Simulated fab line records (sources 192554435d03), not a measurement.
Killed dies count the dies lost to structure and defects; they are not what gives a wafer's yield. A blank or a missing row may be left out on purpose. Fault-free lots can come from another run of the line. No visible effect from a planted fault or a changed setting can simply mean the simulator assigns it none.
2 desks, one fault :: flow n5 finfet :: numbers are kept per desk, each desk with only its own; the story behind them comes last

## THE TOOL OWNER'S DESK: cmp-01
The tool's own readings at N5_BEOL_M9_CMP_52 (polishes, stops on SiCOH lowk, t overpolish 7 s, target thk 140 nm): means of the sampled wafers that have a number, for each lot that ran on this tool. The brackets show how far a lot's mean lies from the usual mean; more than 4 standard deviations puts the lot out of limits, marked OUT.
Columns: A = barrier field endpoint s at N5_BEOL_M9_CMP_52, usual 29.3 s; B = clearing platen rpm at N5_BEOL_M9_CMP_52, usual 50.000 rpm; C = motor current A at N5_BEOL_M9_CMP_52, usual 6.2 A; D = overpolish run s at N5_BEOL_M9_CMP_52, usual 7.001 s; E = time to endpoint s at N5_BEOL_M9_CMP_52, usual 67.0 s
lot: L543
first seen here: day 9 20:26
A: 29.3
B: 50.010
C: 6.4
D: 6.991
E: 68.1

lot: L545
first seen here: day 10 03:10
A: 29.0
B: 49.997
C: 6.0
D: 7.010
E: 62.8

lot: L548
first seen here: day 11 09:16
A: 29.9
B: 50.005
C: 5.9
D: 7.008
E: 67.0

lot: L561
first seen here: day 14 03:09
A: 20.7 (-15) OUT
B: 50.007
C: 6.1
D: 7.001
E: 47.6 (-7.8) OUT

lot: L559
first seen here: day 14 05:16
A: 24.7 (-7.9) OUT
B: 49.989
C: 6.1
D: 7.004
E: 54.7 (-4.9) OUT
Finding of this desk: L559, L561 out of limits; the first was L561 at day 14 03:09, on barrier field endpoint s at N5_BEOL_M9_CMP_52. L543, L545, L548: within limits.

## THE METROLOGY DESK
Lot by lot, what the gauges showed, no matter which tool ran the lot: averages of those sampled wafers that carry a number. The brackets show how far a lot's mean lies from the usual mean; more than 4 standard deviations puts the lot out of limits, marked OUT.
Columns: A = M10_ILD_THK at N5_BEOL_M10_THK_MEAS_01, usual 268 nm
lot: L543
first seen here: day 9 21:30
A: 269

lot: L545
first seen here: day 10 04:11
A: 267

lot: L548
first seen here: day 11 10:15
A: 271

lot: L549
first seen here: day 11 12:48
A: 267

lot: L550
first seen here: day 12 03:22
A: 271

lot: L551
first seen here: day 12 04:03
A: 272

lot: L552
first seen here: day 12 09:55
A: 265

lot: L561
first seen here: day 14 04:12
A: 269

lot: L559
first seen here: day 14 06:27
A: 266

lot: L563
first seen here: day 15 06:30
A: 268

lot: L566
first seen here: day 15 10:47
A: 270

lot: L562
first seen here: day 15 11:08
A: 266

lot: L564
first seen here: day 15 11:36
A: 265
This desk's verdict: no lot among the 13 shows anything out of limits.

## PUT TOGETHER
An alarm could have come from the tool owner's desk at day 14 03:09, on L559, L561.
Nothing out of limits was seen by the metrology desk.
The metrology desk has L559, L561 on record, within its limits.
The lots listed all ran N5_BEOL_M9_CMP_52 on cmp-01.

## WHAT THE SIMULATOR PUT IN
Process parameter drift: cmp-01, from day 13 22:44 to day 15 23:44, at N5_BEOL_M9_CMP_52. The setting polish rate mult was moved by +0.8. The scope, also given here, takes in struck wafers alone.
Shown lots that were struck: L559, L561.
How many hours passed from the start of the fault until each desk's first out-of-limits reading: the tool owner's desk, 4.
